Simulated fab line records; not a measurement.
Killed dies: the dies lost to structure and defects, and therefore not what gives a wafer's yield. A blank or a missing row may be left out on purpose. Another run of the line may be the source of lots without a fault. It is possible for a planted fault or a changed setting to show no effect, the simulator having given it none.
A lot that was struck, set against a sound lot + flow nand-harc + 39 out of 1302 route steps
Sound: these wafers, L490.3, L490.4, L490.6. Struck: wafer L506.2 (left out: L506.1, L506.5 of the same lot, which were not struck); the cause appears at the end.
Order at every step that has rows: each side's tool, ch and its chambers, its first start. Under that, the readings that differ: sound wafers + struck wafers + difference of the means + sigmas: that difference in standard deviations of wafers without a fault.
alike: a reading whose means differ by less than 2 such deviations, as well as words and numbers matching on both sides. not compared: withheld readings; readings where some wafer has no value; bounds like >300 that might hide an equal value; numbers whose values overlap and for which the record gives no deviation.
Wherever a step has rows on one side only, a row that says differs or no value, or a row with sigmas, the two part there. Non-overlapping numbers with no deviation appear without sigmas and do not part them. A reading that every wafer of one side lacks parts them only if that side has two wafers or more.

first, 5 steps without rows for these wafers: NHARC_A_STAIRCASE_EBR_264; NHARC_A_STAIRCASE_EXPOSE_265 (exposes mask CHOP 200); NHARC_A_STAIRCASE_PEB_266 (peb time 130 s); NHARC_A_STAIRCASE_DEVELOP_267 (time 140 s); NHARC_A_STAIRCASE_HARDBAKE_269 (time 140 s).
NHARC_A_STAIRCASE_DESCUM_270: chemistry O2, time 3 s.
  sound on rie-diel-11 ch 0,2, day 16 23:23; struck on rie-diel-08 ch 0, day 23 12:26
| reading                     | sound       | struck | difference | sigmas |
|-----------------------------|-------------|--------|------------|--------|
| drypump-motor-current-A (A) | 6.6 6.6 5.4 | 5.4    | -0.8       | -2     |
  alike: mfc-ar-sccm, oes-product-au, rf-vpp-V, showerhead-plenum-p-Torr, throttle-valve-pct
  not compared: rf-hours-counter-h
then, 5 steps without rows for these wafers: NHARC_A_STAIRCASE_ETCH_271 (etches the open film in CF4/CHF3); NHARC_A_STAIRCASE_HM_OPEN_457 (chemistry O2/COS); NHARC_A_STAIRCASE_STRIP_458 (strips in O2/COS); NHARC_A_STAIRCASE_ETCH_451 (etches the open film in CF4/O2, target depth 30 nm, overetch 3 nm, time 16.5 s); NHARC_A_STAIRCASE_ETCH_273 (etches the open film in C4F8/O2/Ar, target depth 10200 nm, time 2468.6 s).
NHARC_A_STAIRCASE_STRIP_274: strips in O2.
  sound on rie-diel-11 ch 0,3, day 17 02:54; struck on rie-diel-08 ch 2, day 23 14:47
  alike: drypump-motor-current-A, mfc-ar-sccm, oes-product-au, rf-vpp-V, showerhead-plenum-p-Torr, throttle-valve-pct
  not compared: rf-hours-counter-h
then, 18 steps without rows for these wafers: NHARC_A_STAIRCASE_STRIP_275 (strips in SPM, time 900 s); NHARC_A_STAIRCASE_PRECLEAN_276 (cleans in SC1); NHARC_A_STAIRCASE_SRD_277; NHARC_A_STAIRCASE_HM_DEP_459 (deposits aC, target thk 1500 nm); NHARC_A_STAIRCASE_DEP_280 (deposits SiON, target thk 30 nm); NHARC_A_STAIRCASE_DEHYDRATE_281 (time 120 s); NHARC_A_STAIRCASE_HMDS_282 (time 30 s); NHARC_A_STAIRCASE_COAT_283; NHARC_A_STAIRCASE_SOFTBAKE_284 (time 170 s); NHARC_A_STAIRCASE_EBR_285; NHARC_A_STAIRCASE_EXPOSE_286 (exposes mask CHOP 100); NHARC_A_STAIRCASE_PEB_287 (peb time 130 s); NHARC_A_STAIRCASE_DEVELOP_288 (time 140 s); NHARC_A_STAIRCASE_HARDBAKE_290 (time 140 s); NHARC_A_STAIRCASE_DESCUM_291 (chemistry O2, time 3 s); NHARC_A_STAIRCASE_ETCH_292 (etches the open film in CF4/CHF3); NHARC_A_STAIRCASE_HM_OPEN_460 (chemistry O2/COS); NHARC_A_STAIRCASE_STRIP_461 (strips in O2/COS).
NHARC_A_STAIRCASE_ETCH_452: etches the open film in CF4/O2, target depth 30 nm, overetch 3 nm, time 16.5 s.
  sound on rie-diel-01 ch 0,2,3; struck on rie-diel-08 ch 3
  alike: drypump-motor-current-A, mfc-ar-sccm, oes-product-au, rf-vpp-V, showerhead-plenum-p-Torr, throttle-valve-pct
  not compared: rf-hours-counter-h
NHARC_A_STAIRCASE_ETCH_294: etches the open film in C4F8/O2/Ar, target depth 4989 nm, time 1211.6 s.
  sound on rie-diel-01 ch 0,2,3; struck on rie-diel-08 ch 2
  alike: oes-product-au, rf-vpp-V
  not compared: rf-hours-counter-h
NHARC_A_STAIRCASE_STRIP_295: strips in O2.
  sound on rie-diel-01 ch 0,1,3; struck on rie-diel-08 ch 3
  alike: drypump-motor-current-A, mfc-ar-sccm, oes-product-au, rf-vpp-V, showerhead-plenum-p-Torr, throttle-valve-pct
  not compared: rf-hours-counter-h
then, 4 steps without rows for these wafers: NHARC_A_STAIRCASE_STRIP_296 (strips in SPM, time 900 s); NHARC_A_STAIRCASE_PRECLEAN_297 (cleans in SC1); NHARC_A_STAIRCASE_SRD_298; NHARC_A_STAIRCASE_HM_DEP_462 (deposits aC, target thk 800 nm).
NHARC_A_STAIRCASE_DEP_301: deposits SiON, target thk 30 nm.
  sound on pecvd-01 ch 0,1,2, day 17 18:30; struck on pecvd-01 ch 0, day 23 22:47
  alike: heater-power-w
-- record jumps: 7 days between struck wafers' starts before vs after; left off in module A_STAIRCASE, resumes in module END, first step shown is number 1302 of the route --
NHARC_END_SORT_01:
  sound on prober-02 ch 0, day 25 11:13; struck on prober-01 ch 0, day 31 09:10
| reading         | sound    | struck | difference | sigmas |
|-----------------|----------|--------|------------|--------|
| killed-at-array | 40 41 48 | 108    | +65        | +6     |
| killed-dies     | 45 44 50 | 113    | +67        | +7     |
  alike: killed-at-other, killed-at-periphery, killed-open, killed-short

## WHERE THEY PART
At NHARC_A_STAIRCASE_DESCUM_270 first; at NHARC_END_SORT_01 last (within this record only).

WHY: whatever the simulator had introduced
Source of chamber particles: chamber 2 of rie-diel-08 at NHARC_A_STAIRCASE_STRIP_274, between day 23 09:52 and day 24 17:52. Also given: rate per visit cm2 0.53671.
